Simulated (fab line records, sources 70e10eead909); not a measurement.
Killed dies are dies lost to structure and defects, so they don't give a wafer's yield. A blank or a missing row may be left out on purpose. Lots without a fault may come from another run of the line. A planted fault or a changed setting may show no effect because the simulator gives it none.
Chamber matching | flow nand_harc | NHARC_HYBRID_BOND_ACTIVATE_00 on rie_diel-11: 4 sister chambers
The step chemistry N2, time 60 s. 8 wafers are shown with their chamber, then 9 later ones without.

WAFERS WITH THEIR CHAMBER
wafer  | chamber | showerhead_plenum_p_Torr (Torr) | oes_product_au (a.u.)
L363.6 | 1       | 1.71                            | 0.992
L365.1 | 0       | 1.83                            | 0.988
L372.2 | 1       | 1.71                            | 1.007
L371.1 | 3       | 1.84                            | 1.016
L371.6 | 3       | 1.84                            | 1.014
L374.1 | 0       | 1.82                            | 1.004
L374.2 | 2       | 1.82                            | 0.991
L374.5 | 2       | 1.82                            | 0.998

WAFERS WITHOUT THEIR CHAMBER
wafer  | showerhead_plenum_p_Torr (Torr) | oes_product_au (a.u.)
L381.2 | 1.70                            | 1.011
L381.3 | 1.82                            | 0.997
L381.4 | 1.82                            | 0.995
L383.1 | 1.82                            | 1.001
L383.3 | 1.82                            | 0.982
L383.6 | 1.82                            | 1.003
L384.1 | 1.84                            | 1.015
L384.2 | 1.82                            | 0.988
L384.6 | 1.70                            | 1.003

WHICH CHAMBER EACH WENT THROUGH
wafer  | from the rows above     | in truth
L381.2 | 1                       | 1
L381.3 | can't be placed: 2 or 0 | 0
L381.4 | can't be placed: 2 or 0 | 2
L383.1 | can't be placed: 2 or 0 | 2
L383.3 | can't be placed: 2 or 0 | 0
L383.6 | can't be placed: 2 or 0 | 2
L384.1 | 3                       | 3
L384.2 | can't be placed: 2 or 0 | 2
L384.6 | 1                       | 1
Placed correctly: 3 of 9. Can't be placed from these rows: 6 (the true chamber is among the candidates in 6). Placed wrongly: 0.
How it was worked out, from the rows above alone: a wafer's distance from a chamber is the root of the sum, over the readings, of the square of ((its reading less the chamber's mean) divided by the reading's scatter). The wafer belongs to the nearest chamber; if the next one is less than 2 further off, it can't be placed. A chamber's mean is the mean of its shown wafers. The scatter: the root of (the sum of the squares of (reading less its chamber's mean) over the shown wafers, divided by (wafers less chambers)).
